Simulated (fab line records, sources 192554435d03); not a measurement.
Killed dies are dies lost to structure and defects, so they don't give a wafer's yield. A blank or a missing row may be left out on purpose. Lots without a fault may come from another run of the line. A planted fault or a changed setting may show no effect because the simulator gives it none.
A struck lot beside a sound one | flow n5_finfet | 14 steps out of a route of 1938
Sound: wafers L913.3, L913.4, L913.6. Struck: wafers L905.1, L905.4, L905.5. The cause comes at the end.
At each step with rows: each side's tool, then ch and its chambers, then its first start. Under that, the readings that differ: sound wafers | struck wafers | difference of the means | sigmas: that difference in standard deviations of wafers without a fault.
alike: readings whose means differ by less than 2 such deviations, and words and numbers that are the same on both sides. not compared: withheld readings, readings that some wafer has no value for, bounds like >300 that may hide the same value, and numbers for which the record gives no deviation and whose values overlap.
The two part at a step that has a row with sigmas, a row that says differs or no value, or rows on one side only. Numbers that don't overlap but have no deviation are shown without sigmas and don't part them. A reading that every wafer of one side lacks parts them only if that side has two wafers or more.

first, 1 step without rows for these wafers: N5_BEOL_M12_PRE_CLEAN_52 (time 15 s).
N5_BEOL_M12_DEP_53: deposits SiCN from 3MS/NH3, target thk 30 nm, time 10.5 s.
  sound on pecvd-03 ch 0,1, day 14 19:04; struck on pecvd-03 ch 0,1, day 12 12:32
  alike: showerhead_plenum_p_Torr, showerhead_vpp_V, throttle_valve_pct
N5_BEOL_M12_RS_MEAS_54: measures by four-point-probe.
  sound on film_metro-02, day 14 19:07; struck on film_metro-01, day 12 12:35
  alike: M12_RS
N5_BEOL_M12_INSPECT_55: inspects for defects (darkfield).
  sound on defect_inspect-02, day 14 19:09; struck on defect_inspect-02, day 12 12:37
  alike: raw_defect_count
N5_BEOL_M13_ILD_DEP_00: deposits SiOC from DEMS/O2, target thk 837.92 nm, time 166.4 s.
  sound on pecvd-04 ch 0,1,2, day 14 19:11; struck on pecvd-02 ch 1,2, day 12 12:40
  alike: heater_power_w, showerhead_plenum_p_Torr, showerhead_vpp_V, throttle_valve_pct
N5_BEOL_M13_THK_MEAS_01:
  sound on film_metro-01, day 14 19:20; struck on film_metro-02, day 12 12:52
  alike: M13_ILD_THK
then, 6 steps without rows for these wafers: N5_BEOL_M13_COAT_58 (time 60 s, resist thk 89 nm); N5_BEOL_M13_COAT_04 (resist thk 400 nm); N5_BEOL_M13_EBR_06; N5_BEOL_M13_SOFTBAKE_05 (time 60 s); N5_BEOL_M13_EXPOSE_07 (exposes mask V12); N5_BEOL_M13_PEB_08 (peb time 90 s).
N5_BEOL_M13_DEVELOP_09: develop time 45 s.
  sound on litho_track-03 ch 0, day 14 19:39; struck on litho_track-01, day 12 13:11
  no value came back on the struck wafers for chill_plate_temp_C (C), develop_time_s (s), exhaust_pa (Pa); on the sound wafers chill_plate_temp_C (C) reads 23.06 23.25 23.12
  reading                                    | sound             | struck            | difference | sigmas
  model.coat_of_BEOL_M13_COAT_04.thk_nm (nm) | 386.6 386.4 387.8 | 398.4 399.8 397.8 | +11.7      |
then, 1 step without rows for these wafers: N5_BEOL_M13_HARDBAKE_14 (time 120 s).

WHERE THEY PART
Only at N5_BEOL_M13_DEVELOP_09, within this record.

WHY: what the simulator had put in
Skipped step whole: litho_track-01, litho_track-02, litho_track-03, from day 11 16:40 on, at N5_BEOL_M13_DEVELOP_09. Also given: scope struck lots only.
